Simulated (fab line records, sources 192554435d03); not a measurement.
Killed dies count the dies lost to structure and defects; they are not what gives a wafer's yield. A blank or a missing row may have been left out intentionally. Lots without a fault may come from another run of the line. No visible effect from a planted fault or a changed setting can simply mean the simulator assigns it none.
Code-filled problem report in 8D (eight disciplines) form    flow n5_finfet    the parts of the form that need people (team, actions taken, sign-off) are left out

== 1. PROBLEM STATEMENT ==
VT_N_LONG at N5_BEOL_M4_RC_MEAS_101 reads a mean of 303.5 mV on 4 wafers of 3 lots; wafers without a fault read 275.1 mV with a standard deviation of 2.2. Measured from the usual mean, that is +13 standard deviations.
Seen first at day 9 21:41 on prober-01, wafer L979.4. The record holds 22 wafers of 9 lots with a number at this step. By rule, "out" or "out of limits" means more than 4 standard deviations away from the usual mean. All remaining wafers that have a number are taken as sound.

== 2. WHAT IT IS, WHAT IT ISN'T ==
question                     is                                             is not
which readings at this step  VT_N_LONG, IOFF_N_LONG, ION_N, VT_N, VT_N_LVT  DIBL_N, DIBL_P, SS_N, SS_P
which lots                   L978, L979, L984                               L977, L983, L987, L990, L993, L994
which wafers of those lots   L978.4, L979.4, L984.4, L984.6                 L978.5, L979.5
read on which gauges         prober-01                                      prober-02
when                         from day 9 21:41                               up to then (4 sound wafers); but 14 sound wafers of L978, L983, L987, L990, L993, L994 came after

== 3. WHAT RULES OUT EACH SUSPECT ==
Counting: a tool at a process step up to the reading stays a suspect if it ran every lot that is out. Sound lots after the first of them don't rule it out here, since some wafers of a struck lot are sound.
- the gauge at N5_BEOL_M4_RC_MEAS_101: kept. All the wafers that are out were read on prober-01, and no step on other tools shows them out.
- ald_metal-03 at N5_HKMG_FIN_ALD_91 (deposits TiN, target thk 1 nm, pulse time 1 s, purge time 3 s): kept. It ran every lot that is out, first L978 (day 5 22:36).
Left after counting: ald_metal-03 at N5_HKMG_FIN_ALD_91, prober-01 at N5_BEOL_M4_RC_MEAS_101.

== 4. THE CAUSE (what the simulator had put in) ==
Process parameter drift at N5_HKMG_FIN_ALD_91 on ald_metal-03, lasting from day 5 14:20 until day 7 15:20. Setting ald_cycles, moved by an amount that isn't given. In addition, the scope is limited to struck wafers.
After counting, 2 suspects remain, this tool included.

== 5. SEQUENCE OF EFFECTS, ordered by route ==
Each row: a reading where the mean over the struck wafers with a number is more than 3 standard deviations away from the usual. Scope: only readings with a usual standard deviation given in the record; hours: median across lots of the time from each lot's start at the first step in this table that gives one to its start at this step; sigmas: change in usual standard deviations.
hours  step                     reading             usual           on struck wafers  change     sigmas
0      N5_BEOL_M4_RC_MEAS_101   IOFF_N_85C          3.1 nA/um       1.4               -1.8       -3.0
0      N5_BEOL_M4_RC_MEAS_101   IOFF_N_LIN          0.073 nA/um     0.027             -0.046     -3.3
0      N5_BEOL_M4_RC_MEAS_101   IOFF_N_LONG         5.57e-05 nA/um  3.20e-05          -2.37e-05  -9.1
0      N5_BEOL_M4_RC_MEAS_101   IOFF_P_LIN          0.102 nA/um     0.152             +0.050     +3.3
0      N5_BEOL_M4_RC_MEAS_101   ION_N               675 uA/um       609               -66        -4.7
0      N5_BEOL_M4_RC_MEAS_101   VT_N                250 mV          280               +30        +7.6
0      N5_BEOL_M4_RC_MEAS_101   VT_N_LONG           275.1 mV        303.5             +28.4      +13
0      N5_BEOL_M4_RC_MEAS_101   VT_N_LVT            100 mV          128               +28        +7.1
0      N5_BEOL_M4_RC_MEAS_101   VT_P                -249 mV         -238              +11        +3.2
0      N5_BEOL_M4_RC_MEAS_101   VT_P_LONG           -274.3 mV       -263.7            +10.6      +3.5
0      N5_BEOL_M4_RC_MEAS_101   VT_P_LVT            -99 mV          -87               +12        +3.6
102    N5_PASSIVATION_PROBE_49  sort_bin_4_leakage  0.00 %          0.04              +0.04      +5.9
102    N5_PASSIVATION_PROBE_49  sort_bin_8_speed    0.01 %          84.43             +84.42     +99 or more
102    N5_PASSIVATION_PROBE_49  sort_n_pass         1075            88                -987       -58
102    N5_PASSIVATION_PROBE_49  sort_yield_pct      91.1 %          7.5               -83.6      -60
Here are the process steps it includes:
- N5_PASSIVATION_PROBE_49

== 6. WHAT WOULD HAVE CAUGHT IT SOONER ==
103 hours passed between the start of the fault at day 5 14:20 and the first reading out of limits at a measuring or inspecting step in this record, taken at day 9 21:41.
An alarm limit of 4 standard deviations would not have fired on the tool readings at N5_HKMG_FIN_ALD_91 for which the record gives a usual standard deviation, since none of them was out on any struck wafer.
All the lots that are out (3) had begun N5_HKMG_FIN_ALD_91 on ald_metal-03 by day 9 21:41. None of them would have been spared by holding the tool at that moment.
